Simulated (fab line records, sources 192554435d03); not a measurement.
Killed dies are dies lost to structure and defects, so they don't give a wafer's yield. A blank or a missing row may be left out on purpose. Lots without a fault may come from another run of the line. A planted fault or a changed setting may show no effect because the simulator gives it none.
fab line records | flow n5_finfet
record lots=12 wafers=35 last_day=19
route steps=1938 shown BEOL_M13@1679 BEOL_M14@1717 PASSIVATION@1936
lots that met no fault: from a run of the same line without faults
start_h: hours from the record's first day to the start of the lot's first wafer shown | wait_h: hours since the lot's step before | " the same as in the row above | L1.1+2: a row that stands for several wafers | - no value, or no start given | * or withheld: withheld | < > ~ a bound
route shown NAME@n: a module of which the file shows steps, and the number in the route of the first | usual: mean/standard deviation of fault-free wafers | same: alike in all rows | chamber/n: place in a boat | sites: the reading at each site | _std_site: their standard deviation | _edge_site: outer sites' mean less inner sites' | radius_mm: how far each site lies from the wafer's centre | mask NAME#n: copy n | behind: the tool/chamber that last shaped the wafer | hold: why the lot was held/for how many hours/how that ended | device: the transistor (n, p or np) that didn't switch | end of line: the same wafers' tests at the end of the route | a step without rows: its recipe alone | killed: dies lost to structure and defects at the first sort, not the wafer's yield | map: a wafer's dies, x killed, . not, _ none there
set.NAME: the setting as run; set.NAME@STEP: as run at that earlier step | model.NAME: the simulator's own value behind a step, which no gauge read
steps of the route over a sample of lots; a table a step, a row a wafer
services: from which hour (start_h, from the record's first day; less than 0 if before it) a tool's chamber was out of use, for how many hours, and why
## steps
# step N5_BEOL_M13_CD_MEAS_17
# recipe target_cd_nm=190 polarity=opening
# usual cd_nm=189.7/2.1
# columns lot.wafer tool chamber start_h wait_h cd_nm
L725.2 cd_sem-03 - 272.75 0.0 190.0
L725.3 " - " " 190.9
L723.1 cd_sem-03 - 277.51 0.0 191.6
L723.3 " - " " 193.6
L723.5 " - " " 192.2
L727.1 cd_sem-01 - 301.82 0.0 192.5
L727.3 " - " " 192.3
L727.6 " - " " 191.9
L729.1 cd_sem-01 - 305.39 0.0 188.2
L729.3 " - " " 189.1
L729.4 " - " " 189.6
L728.2 cd_sem-02 - 305.76 0.0 188.7
L728.3 " - " " 187.2
L728.5 " - " " 190.1
L730.1 cd_sem-03 - 306.27 0.0 191.9
L730.4 " - " " 192.9
L730.6 " - " " 193.4
L732.1 cd_sem-03 - 334.83 0.0 193.5
L732.2 " - " " 191.9
L732.3 " - " " 193.6
L733.3 cd_sem-01 - 340.62 0.0 188.8
L733.4 " - " " 188.4
L733.6 " - " " 190.1
L736.1 cd_sem-02 - 345.67 0.0 188.4
L736.4 " - " " 187.0
L736.5 " - " " 187.8
L743.3 cd_sem-03 - 399.89 0.0 192.1
L743.5 " - " " 188.8
L743.6 " - " " 191.3
L744.2 cd_sem-03 - 405.62 0.0 188.2
L744.4 " - " " 188.2
L744.5 " - " " 187.1
L745.3 cd_sem-02 - 415.84 0.0 187.0
L745.4 " - " " 186.8
L745.5 " - " " 187.4
# step N5_BEOL_M13_ETCH_38
# recipe chemistry=CF4/N2 target=SiCN target_depth_a=675 taper_deg=2 time_s=71.9 ion_energy_ev=150 mask_material=SiO2 pressure_mtorr=40 source_w=430 bias_w=70 Ar_flow_sccm=100 cf4_flow_sccm=60 n2_flow_sccm=60
# usual drypump_motor_current_A=5.90/0.29 oes_product_au=0.82/0.073 rf_vpp_V=383.2/1.6 showerhead_plenum_p_Torr=2.25/0.051 throttle_valve_pct=15.46/0.23
# same time_s=71.9
# columns lot.wafer tool chamber start_h wait_h drypump_motor_current_A oes_product_au rf_hours_counter_h rf_vpp_V showerhead_plenum_p_Torr throttle_valve_pct
L725.2 rie_diel-02 3 275.95 - 6.25 0.87 56 385.2 2.32 15.26
L725.3 " 0 " " 5.45 0.72 192 384.1 2.28 15.91
L723.1 rie_diel-01 2 278.96 - 5.85 0.94 32 386.2 2.32 15.25
L723.3 " 0 " " 6.33 0.82 87 384.6 2.24 15.71
L723.5 " 2 " " 5.87 0.94 - 385.6 2.32 15.25
L727.1 rie_diel-01 3 303.49 - 5.86 0.81 94 384.0 2.23 15.53
L727.3 " 2 " " 5.87 0.91 40 384.1 2.32 15.27
L727.6 " 3 " " 5.83 0.82 - 383.4 2.23 15.53
L729.1 rie_diel-02 3 306.63 - 6.24 0.85 64 385.2 2.32 15.28
L729.3 " 2 " " 6.18 0.65 249 380.7 2.17 15.48
L729.4 " 1 " " 5.68 0.86 41 383.6 2.26 15.25
L728.2 rie_diel-02 0 311.78 - 5.46 0.71 201 383.4 2.27 15.92
L728.3 " 2 " " 6.16 0.66 250 381.4 2.17 15.50
L728.5 " 1 " " 5.73 0.86 - 383.5 2.25 15.23
L730.1 rie_diel-01 0 318.49 - 6.32 0.79 98 383.0 2.23 15.73
L730.4 " 3 " " 5.84 0.81 99 382.2 2.22 15.53
L730.6 " 3 " " 5.85 0.81 - 383.2 2.22 15.55
L732.1 rie_diel-01 3 336.54 - 5.83 0.81 104 383.2 2.22 15.56
L732.2 " 2 " " 5.82 0.90 49 386.4 2.32 15.28
L732.3 " 0 " " 6.31 0.79 102 382.9 2.23 15.75
L733.3 rie_diel-01 0 341.97 - 6.29 0.79 104 384.1 2.23 15.75
L733.4 " 3 " " 5.83 0.81 106 382.9 2.22 15.56
L733.6 " 3 " " 5.80 0.81 - 382.0 2.22 15.56
L736.1 rie_diel-01 2 352.07 - 5.84 0.90 52 385.0 2.32 15.29
L736.4 " 1 " " 5.80 0.86 40 384.4 2.26 15.47
L736.5 " 0 " " 6.33 0.79 - 382.2 2.23 15.75
L743.3 rie_diel-02 1 402.83 - 5.70 0.82 71 383.9 2.24 15.31
L743.5 " 3 " " 6.25 0.83 - 385.6 2.31 15.35
L743.6 " 2 " " 6.16 0.88 - 382.2 2.17 15.04
L744.2 rie_diel-02 1 407.08 - 5.70 0.83 72 383.3 2.24 15.30
L744.4 " 2 " " 6.16 0.87 23 380.3 2.17 15.05
L744.5 " 1 " " 5.70 0.82 - 383.1 2.24 15.31
L745.3 rie_diel-01 0 421.59 - 6.29 0.78 131 382.3 2.22 15.80
L745.4 " 2 " " 5.83 0.86 76 384.2 2.31 15.34
L745.5 " 1 " " 5.80 0.82 - 383.2 2.25 15.53
# step N5_BEOL_M13_SPUTTER_45
# recipe material=Cu target_thk_a=800 temp_c=-20 bias_v=60 power_w=26000 chamber_pressure_pa=0.13 time_s=13.33
# usual cathode_dc_power_W=26000/4.3 throttle_valve_pct=30.3/1.2
# same time_s=13.33
# columns lot.wafer tool chamber start_h wait_h cathode_dc_power_W throttle_valve_pct
L725.2 pvd_sputter-03 - 277.20 0.0 25999 30.1
L725.3 " - " " 26001 30.4
L723.1 pvd_sputter-02 - 279.99 0.0 25997 28.7
L723.3 " - " " 26007 29.8
L723.5 " - " " 26003 28.8
L727.1 pvd_sputter-02 - 304.40 0.0 26000 30.2
L727.3 " - " " 26002 28.8
L727.6 " - " " 26002 28.3
L729.1 pvd_sputter-03 - 307.18 0.0 25997 30.4
L729.3 " - " " 26001 28.5
L729.4 " - " " 26002 29.5
L728.2 pvd_sputter-01 - 312.57 0.0 25998 31.6
L728.3 " - " " 26003 31.4
L728.5 " - " " 25994 31.5
L730.1 pvd_sputter-01 - 319.10 0.0 25996 30.3
L730.4 " - " " 26002 31.3
L730.6 " - " " 25998 30.4
L732.1 pvd_sputter-01 - 337.46 0.0 25997 31.4
L732.2 " - " " 23233 31.4
L732.3 " - " " 26000 31.7
L733.3 pvd_sputter-02 - 343.13 0.0 25998 30.4
L733.4 " - " " 25994 28.8
L733.6 " - " " 26001 28.2
L736.1 pvd_sputter-01 - 352.73 0.0 26000 30.1
L736.4 " - " " 23236 31.6
L736.5 " - " " 23237 31.4
L743.3 pvd_sputter-03 - 403.36 0.0 26000 30.1
L743.5 " - " " 26003 30.3
L743.6 " - " " 25995 29.6
L744.2 pvd_sputter-03 - 407.52 0.0 25996 28.0
L744.4 " - " " 25999 30.1
L744.5 " - " " 25999 29.4
L745.3 pvd_sputter-02 - 422.43 0.0 26003 29.5
L745.4 " - " " 26000 28.8
L745.5 " - " " 26003 30.3
# step N5_BEOL_M14_THK_MEAS_01
# recipe reads=SiO2_of_BEOL_M14_ILD_DEP_00
# usual M14_ILD_THK=1121/15
# columns lot.wafer tool chamber start_h wait_h M14_ILD_THK[nm]
L725.2 film_metro-01 - 278.45 0.1 1111
L725.3 " - " " 1100
L723.1 film_metro-02 - 281.51 0.1 1124
L723.3 " - " " 1118
L723.5 " - " " 1149
L727.1 film_metro-02 - 305.66 0.1 1110
L727.3 " - " " 1094
L727.6 " - " " 1107
L729.1 film_metro-02 - 308.43 0.1 1116
L729.3 " - " " 1109
L729.4 " - " " 1112
L728.2 film_metro-01 - 314.01 0.1 1102
L728.3 " - " " 1096
L728.5 " - " " 1108
L730.1 film_metro-02 - 320.37 0.1 1117
L730.4 " - " " 1133
L730.6 " - " " 1142
L732.1 film_metro-02 - 338.92 0.1 1117
L732.2 " - " " 1109
L732.3 " - " " 1110
L733.3 film_metro-01 - 344.41 0.1 1100
L733.4 " - " " 1111
L733.6 " - " " 1120
L736.1 film_metro-02 - 354.91 0.1 1104
L736.4 " - " " 1124
L736.5 " - " " 1130
L743.3 film_metro-02 - 405.18 0.1 1123
L743.5 " - " " 1132
L743.6 " - " " 1153
L744.2 film_metro-01 - 408.90 0.1 1116
L744.4 " - " " 1135
L744.5 " - " " 1126
L745.3 film_metro-01 - 423.83 0.1 1112
L745.4 " - " " 1117
L745.5 " - " " 1118
# step N5_PASSIVATION_PROBE_49
# usual defect_limited_yield=91.2/1.4 killed_at_M0_to_M3=34/9.4 killed_at_M4_up=14/5.6 killed_at_contacts=13/7.8 killed_at_front_end=37/10 killed_at_other=4/3.3 killed_dies=103/17 killed_open=68/13 killed_short=33/8.2 sort_bin_5_function=5.1/0.92 sort_bin_6_memory=3.3/0.71 sort_n_pass=1077/17 sort_yield_pct=91.2/1.4
# same gross_dies=1180 killed_at_back_side=0 sort_bin_4_leakage[%]=0 sort_bin_8_speed[%]=0
# columns lot.wafer tool chamber start_h wait_h defect_limited_yield[%] killed_at_M0_to_M3 killed_at_M4_up killed_at_contacts killed_at_front_end killed_at_other killed_dies killed_open killed_short sort_bin_5_function[%] sort_bin_6_memory[%] sort_n_pass sort_yield_pct[%]
L725.2 prober-01 - 309.28 0.1 90.5 47 12 11 32 10 112 77 33 5.5 3.7 1068 90.5
L725.3 prober-01 - 309.33 0.1 90.0 45 17 6 45 5 118 76 34 5.2 4.1 1062 90.0
L728.2 prober-01 - 342.62 0.1 88.9 27 24 20 59 1 131 87 42 6.9 4.0 1049 88.9
L728.3 prober-01 - 342.67 0.1 91.3 19 24 18 42 0 103 75 25 5.3 3.1 1077 91.3
L728.5 prober-01 - 342.77 0.2 90.8 23 23 17 42 3 108 67 36 5.0 4.0 1072 90.8
L730.1 prober-02 - 343.83 0.0 91.3 24 25 16 33 5 103 72 31 5.5 3.1 1077 91.3
L730.4 prober-02 - 343.98 0.2 91.1 29 16 15 39 6 105 65 39 4.9 3.8 1075 91.1
L730.6 prober-02 - 344.08 0.3 92.7 32 11 3 36 4 86 53 32 4.4 2.4 1094 92.7
L732.1 prober-01 - 362.77 0.0 93.5 37 9 8 21 2 77 57 20 4.2 2.4 1103 93.5
L732.2 prober-01 - 362.82 0.1 91.0 38 13 23 27 5 106 69 33 5.7 2.8 1074 91.0
L732.3 prober-01 - 362.87 0.1 90.7 30 13 19 40 8 110 68 41 5.0 3.9 1070 90.7
L733.3 prober-02 - 372.64 0.1 91.0 54 10 16 25 1 106 68 33 5.3 3.1 1074 91.0
L733.4 prober-02 - 372.69 0.2 92.3 36 10 10 34 1 91 60 30 4.5 3.1 1089 92.3
L733.6 prober-02 - 372.79 0.3 93.1 34 12 13 20 3 82 60 20 4.1 2.6 1098 93.1
L743.3 prober-01 - 435.06 0.1 91.0 25 25 13 33 10 106 79 26 5.1 3.8 1074 91.0
L743.5 prober-01 - 435.16 0.2 91.4 38 14 18 29 2 101 74 24 4.7 3.5 1079 91.4
L743.6 prober-01 - 435.21 0.3 92.0 26 17 20 30 1 94 73 20 4.3 3.3 1086 92.0
L745.3 prober-02 - 452.61 0.1 91.1 41 21 11 29 3 105 63 35 5.0 3.1 1075 91.1
L745.4 prober-02 - 452.66 0.2 90.7 35 29 11 35 0 110 82 27 5.1 4.0 1070 90.7
L745.5 prober-02 - 452.71 0.2 91.4 25 13 8 52 4 102 71 25 4.2 3.7 1078 91.4
# killed by level:class
L725.2 BEOL_M2:geometric_particle:open=18 MOL_CONTACT_COAG:geometric_particle:open=9 BEOL_M0_SAQP:geometric_particle:short=8 STI_FIN_REVEAL:geometric_particle:open=7 BEOL_M0_SAQP:geometric_particle:open=7 DUMMY_GATE:geometric_particle:open=6 FIN_SAQP:geometric_particle:open=4 BEOL_M2:geometric_particle:short=4
L725.3 BEOL_M2:geometric_particle:open=12 FIN_SAQP:geometric_particle:open=9 STI_FIN_REVEAL:geometric_particle:open=9 FIN_SAQP:geometric_particle:short=7 BEOL_M0_SAQP:geometric_particle:short=7 BEOL_M0_SAQP:geometric_particle:open=7 HKMG_FIN:area_etch=7 MOL_CONTACT_COAG:geometric_particle:open=6
L728.2 FIN_SAQP:geometric_particle:short=20 MOL_CONTACT_COAG:geometric_particle:open=17 BEOL_M4:geometric_particle:open=13 FIN_SAQP:geometric_particle:open=12 STI_FIN_REVEAL:geometric_particle:open=9 BEOL_M2:geometric_particle:open=9 BEOL_M3:geometric_particle:open=7 STARTING-WAFER:geometric_particle:open=6
L728.3 FIN_SAQP:geometric_particle:open=14 MOL_CONTACT_COAG:geometric_particle:open=14 BEOL_M4:geometric_particle:open=11 BEOL_M2:geometric_particle:open=10 FIN_SAQP:geometric_particle:short=9 STI_FIN_REVEAL:geometric_particle:open=5 BEOL_M8:geometric_particle:open=3 STI_FIN_REVEAL:geometric_particle:short=3
L728.5 STI_FIN_REVEAL:geometric_particle:open=16 MOL_CONTACT_COAG:geometric_particle:open=12 BEOL_M4:geometric_particle:open=10 FIN_SAQP:geometric_particle:short=5 FIN_SAQP:geometric_particle:open=5 STI_FIN_REVEAL:geometric_particle:short=5 MOL_CONTACT_COAG:geometric_particle:short=5 BEOL_M0_SAQP:geometric_particle:open=5
L730.1 MOL_CONTACT_COAG:geometric_particle:open=15 BEOL_M0_SAQP:geometric_particle:short=8 STI_FIN_REVEAL:geometric_particle:open=7 FIN_SAQP:geometric_particle:short=6 BEOL_M5:geometric_particle:open=6 GATE_CUT:geometric_particle:short=5 BEOL_M0_SAQP:geometric_particle:open=5 BEOL_M7:geometric_particle:open=5
L730.4 BEOL_M0_SAQP:geometric_particle:open=14 MOL_CONTACT_COAG:geometric_particle:open=9 FIN_SAQP:geometric_particle:short=7 STI_FIN_REVEAL:geometric_particle:open=7 BEOL_M2:geometric_particle:open=7 MOL_CONTACT_COAG:geometric_particle:short=6 BEOL_M4:geometric_particle:open=6 FIN_SAQP:geometric_particle:open=5
L730.6 BEOL_M0_SAQP:geometric_particle:short=11 STI_FIN_REVEAL:geometric_particle:open=10 BEOL_M0_SAQP:geometric_particle:open=7 GATE_CUT:geometric_particle:short=6 FIN_SAQP:geometric_particle:open=5 BEOL_M1:geometric_particle:open=5 BEOL_M2:geometric_particle:open=4 BEOL_M4:geometric_particle:open=4
L732.1 BEOL_M0:geometric_particle:open=8 BEOL_M1:geometric_particle:open=8 BEOL_M2:geometric_particle:open=7 FIN_SAQP:geometric_particle:open=6 MOL_CONTACT_COAG:geometric_particle:open=6 FIN_SAQP:geometric_particle:short=5 BEOL_M0_SAQP:geometric_particle:open=5 BEOL_M6:geometric_particle:open=4
L732.2 MOL_CONTACT_COAG:geometric_particle:open=15 BEOL_M2:geometric_particle:open=11 MOL_CONTACT_COAG:geometric_particle:short=8 BEOL_M0_SAQP:geometric_particle:open=8 BEOL_M0_SAQP:geometric_particle:short=8 FIN_SAQP:geometric_particle:short=6 BEOL_M0:geometric_particle:open=6 BEOL_M4:geometric_particle:open=6
L732.3 MOL_CONTACT_COAG:geometric_particle:open=13 FIN_SAQP:geometric_particle:short=11 BEOL_M2:geometric_particle:open=9 BEOL_M1:geometric_particle:open=7 BEOL_M4:geometric_particle:open=7 STI_FIN_REVEAL:geometric_particle:open=6 MOL_CONTACT_COAG:geometric_particle:short=6 STI_FIN_REVEAL:geometric_particle:short=5
L733.3 BEOL_M3:geometric_particle:open=18 BEOL_M0_SAQP:geometric_particle:short=17 MOL_CONTACT_COAG:geometric_particle:open=15 BEOL_M0_SAQP:geometric_particle:open=6 GATE_CUT:geometric_particle:short=5 GATE_CUT:geometric_particle:open=4 BEOL_M3:geometric_particle:short=4 BEOL_M6:geometric_particle:open=4
L733.4 MOL_CONTACT_COAG:geometric_particle:open=8 BEOL_M3:geometric_particle:open=8 BEOL_M0_SAQP:geometric_particle:short=7 BEOL_M0_SAQP:geometric_particle:open=6 STI_FIN_REVEAL:geometric_particle:open=5 STARTING-WAFER:geometric_particle:open=5 GATE_CUT:geometric_particle:open=4 BEOL_M2:geometric_particle:open=4
L733.6 MOL_CONTACT_COAG:geometric_particle:open=12 BEOL_M0_SAQP:geometric_particle:open=9 BEOL_M3:geometric_particle:open=8 FIN_SAQP:geometric_particle:open=5 BEOL_M2:geometric_particle:open=5 BEOL_M1:geometric_particle:open=4 BEOL_M6:geometric_particle:open=4 ILD0:geometric_particle:short=3
L743.3 MOL_CONTACT_COAG:geometric_particle:open=13 BEOL_M4:geometric_particle:open=8 BEOL_M3:geometric_particle:open=8 BEOL_M6:geometric_particle:open=8 FIN_SAQP:geometric_particle:open=6 BEOL_M2:geometric_particle:open=6 FIN_SAQP:geometric_particle:short=5 BEOL_M1:geometric_particle:open=5
L743.5 MOL_CONTACT_COAG:geometric_particle:open=16 BEOL_M2:geometric_particle:open=12 BEOL_M1:geometric_particle:open=11 STI_FIN_REVEAL:geometric_particle:open=7 FIN_SAQP:geometric_particle:open=6 BEOL_M4:geometric_particle:open=6 BEOL_M0_SAQP:geometric_particle:short=5 BEOL_M4:geometric_particle:short=4
L743.6 MOL_CONTACT_COAG:geometric_particle:open=18 FIN_SAQP:geometric_particle:open=11 BEOL_M4:geometric_particle:open=10 BEOL_M2:geometric_particle:open=10 STARTING-WAFER:geometric_particle:open=4 BEOL_M1:geometric_particle:open=4 DUMMY_GATE:geometric_particle:open=3 SPACER0:geometric_particle:short=3
L745.3 BEOL_M2:geometric_particle:open=11 MOL_CONTACT_COAG:geometric_particle:open=9 BEOL_M0_SAQP:geometric_particle:short=9 FIN_SAQP:geometric_particle:short=8 BEOL_M4:geometric_particle:open=8 BEOL_M0_SAQP:geometric_particle:open=6 BEOL_M3:geometric_particle:open=6 HKMG_FIN:area_etch=6
L745.4 BEOL_M2:geometric_particle:open=13 BEOL_M4:geometric_particle:open=12 STI_FIN_REVEAL:geometric_particle:open=11 MOL_CONTACT_COAG:geometric_particle:open=8 BEOL_M6:geometric_particle:open=8 BEOL_M1:geometric_particle:open=6 BEOL_M0_SAQP:geometric_particle:open=6 GATE_CUT:geometric_particle:short=5
L745.5 STI_FIN_REVEAL:geometric_particle:open=17 BEOL_M2:geometric_particle:open=13 GATE_CUT:geometric_particle:short=9 MOL_CONTACT_COAG:geometric_particle:open=7 FIN_SAQP:geometric_particle:short=6 HKMG_FIN:area_etch=6 FIN_SAQP:geometric_particle:open=4 BEOL_M3:geometric_particle:open=4
## services
# columns tool chamber start_h hours kind
rie_diel-01 3 252.29 4.1 repair
rie_diel-02 - 263.90 1.7 repair
rie_diel-01 0 309.55 5.6 repair
rie_diel-02 2 313.40 - clean
rie_diel-02 2 313.40 - consumable_replace:focus_ring
rie_diel-02 2 313.40 18.2 scheduled_down
rie_diel-02 2 313.40 18.2 vent_cycle
rie_diel-01 - 320.61 2.8 pm
rie_diel-01 3 370.74 13.1 repair
rie_diel-02 3 383.28 7.3 repair
## key
first_sign step=N5_BEOL_M13_SPUTTER_45 reading=cathode_dc_power_W direction=down sigmas=99+ usual=* struck=*
effect none on later readings
met_at N5_BEOL_M13_SPUTTER_45
struck_lots L732,L736
struck_wafers L732.2,L736.4,L736.5
not_acting_at N5_BEOL_M13_CD_MEAS_17,N5_BEOL_M13_ETCH_38,N5_BEOL_M14_THK_MEAS_01
onset_between 312.57 337.46
fault kind=process_parameter_drift tool=pvd_sputter-01 chamber=- onset_h=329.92 steps=N5_BEOL_M13_SPUTTER_45 channel=power_w offset=* shape=step end_h=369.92 acts_in=* stated=* scope=struck_wafers_only
